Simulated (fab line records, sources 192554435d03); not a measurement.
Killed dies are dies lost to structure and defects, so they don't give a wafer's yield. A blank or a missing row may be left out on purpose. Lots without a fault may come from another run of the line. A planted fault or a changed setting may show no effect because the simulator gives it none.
Which tool did it? | flow n5_finfet | 12 lots, 36 wafers sampled, at 3 steps of a route of 1938

WHAT THE GAUGES READ, wafer by wafer
N5_ILD0_THK_MEAS_04. Usual: thk_nm 197.2 nm, standard deviation 1.3.
lot  | measured    | on            | thk_nm (nm)       | flag
L895 | day 3 12:49 | film_metro-02 | 197.8 197.7 198.7 |
L900 | day 4 18:57 | film_metro-02 | 196.4 196.1 198.0 |
L901 | day 5 00:26 | film_metro-02 | 198.6 199.1 197.8 |
L902 | day 5 07:22 | film_metro-01 | 196.4 198.1 198.3 |
L908 | day 6 22:44 | film_metro-02 | 198.0 196.4 196.9 |
L909 | day 7 00:02 | film_metro-02 | 195.7 195.7 195.5 |
L911 | day 7 11:59 | film_metro-01 | 196.7 197.0 196.2 |
L913 | day 7 23:40 | film_metro-02 | 198.2 197.3 195.9 |
L914 | day 8 07:19 | film_metro-02 | 197.9 196.7 195.5 |
L916 | day 8 18:48 | film_metro-02 | 198.6 200.4 200.0 |
L917 | day 9 01:06 | film_metro-02 | 196.0 198.0 197.4 |
L918 | day 9 07:48 | film_metro-01 | 195.6 196.0 195.7 |

N5_SDB_CD_MEAS_11: target cd 50 nm. Usual: cd_nm 49.9 nm, standard deviation 1.1.
lot  | measured    | on        | cd_nm (nm)     | flag
L895 | day 3 16:52 | cd_sem-03 | 48.9 49.0 48.7 |
L900 | day 4 22:56 | cd_sem-01 | 48.6 48.8 48.2 |
L901 | day 5 05:25 | cd_sem-03 | 45.5 44.9 45.2 | OFF
L902 | day 5 11:17 | cd_sem-03 | 45.0 45.7 44.5 | OFF
L908 | day 7 02:58 | cd_sem-02 | 51.9 51.3 51.8 |
L909 | day 7 04:05 | cd_sem-01 | 49.7 50.5 50.7 |
L911 | day 7 16:03 | cd_sem-01 | 48.9 49.3 48.9 |
L913 | day 8 03:43 | cd_sem-01 | 48.8 50.4 49.7 |
L914 | day 8 12:02 | cd_sem-03 | 49.0 50.1 48.5 |
L916 | day 8 22:58 | cd_sem-02 | 49.4 49.3 48.6 |
L917 | day 9 05:17 | cd_sem-01 | 51.1 48.7 48.4 |
L918 | day 9 11:43 | cd_sem-02 | 50.1 48.3 50.1 |

WHICH TOOL RAN EACH LOT (tool, then ch and the chambers of the sampled wafers, then the start)
lot  | N5_SDB_EXPOSE_08
L895 | arfi_scanner-01 ch 0, day 3 16:45
L900 | arfi_scanner-01 ch 0, day 4 22:49
L901 | arfi_scanner-01 ch 0, day 5 05:17
L902 | arfi_scanner-01 ch 0, day 5 11:10
L908 | arfi_scanner-03 ch 0, day 7 02:51
L909 | arfi_scanner-02 ch 0, day 7 03:58
L911 | arfi_scanner-03 ch 0, day 7 15:56
L913 | arfi_scanner-02 ch 0, day 8 03:35
L914 | arfi_scanner-02 ch 0, day 8 11:55
L916 | arfi_scanner-02 ch 0, day 8 22:50
L917 | arfi_scanner-03 ch 0, day 9 05:10
L918 | arfi_scanner-03 ch 0, day 9 11:36
- N5_SDB_EXPOSE_08: exposes mask SDB.

WHAT THE TOOLS THEMSELVES READ (means of the sampled wafers that have a number; where no wafer has one, the mark that the record gives instead)
N5_SDB_EXPOSE_08. Usual: exposure_dose_mJ_cm2 49.55, standard deviation 0.054; reticle_temp_C 22.97 C, standard deviation 0.11.
lot  | tool            | exposure_dose_mJ_cm2 | reticle_temp_C (C) | flag
L895 | arfi_scanner-01 | 49.51                | 22.93              |
L900 | arfi_scanner-01 | 49.49                | 22.94              |
L901 | arfi_scanner-01 | 47.38                | 22.99              | OFF
L902 | arfi_scanner-01 | 47.79                | 23.05              | OFF
L908 | arfi_scanner-03 | 49.63                | 22.94              |
L909 | arfi_scanner-02 | 49.58                | 22.79              |
L911 | arfi_scanner-03 | 49.56                | 22.92              |
L913 | arfi_scanner-02 | 49.55                | 22.97              |
L914 | arfi_scanner-02 | 49.48                | 22.94              |
L916 | arfi_scanner-02 | 49.55                | 23.15              |
L917 | arfi_scanner-03 | 49.57                | 22.81              |
L918 | arfi_scanner-03 | 49.61                | 22.93              |

THE ANSWER, worked out from the rows above alone
Rule: a lot is off if the mean of its wafers that have a number lies more than 3 standard deviations from the usual mean. A lot without any number at a reading at which 4 lots or more have one is off too. The other lots that the step has rows for count as sound. The gauges are gone through in route order, then the tools' own readings, and for those a lot's mean is taken as printed above. The first step at which some lot is off is used, and at that step the reading that is off furthest; a lot without a number counts as furthest.
Off: L901, L902, at N5_SDB_CD_MEAS_11 (cd_nm).
A tool fits if, at a process step before that reading, it ran every lot that is off, and no sound lot after the first of them. The gauges at N5_SDB_CD_MEAS_11 aren't tried: what is off there is off at N5_SDB_EXPOSE_08 too, on other tools, and a gauge's error can't cause that. One fits: arfi_scanner-01 at N5_SDB_EXPOSE_08. Its last sound lot is L900 (day 4 22:49), its first lot that is off L901 (day 5 05:17): a fault that began between those two fits.
The tool's own readings at N5_SDB_EXPOSE_08 bear it out: on the lots that are off they differ by more than 5 times the standard deviation of the sound lots' means. exposure_dose_mJ_cm2 reads 47.59 there against 49.55 on the sound lots.

WHAT THE SIMULATOR HAD PUT IN
Process parameter drift: arfi_scanner-01, from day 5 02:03 on, at N5_SDB_EXPOSE_08. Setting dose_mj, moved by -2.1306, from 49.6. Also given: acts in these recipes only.
Lots struck among those shown: L901, L902. The rule above found the same.
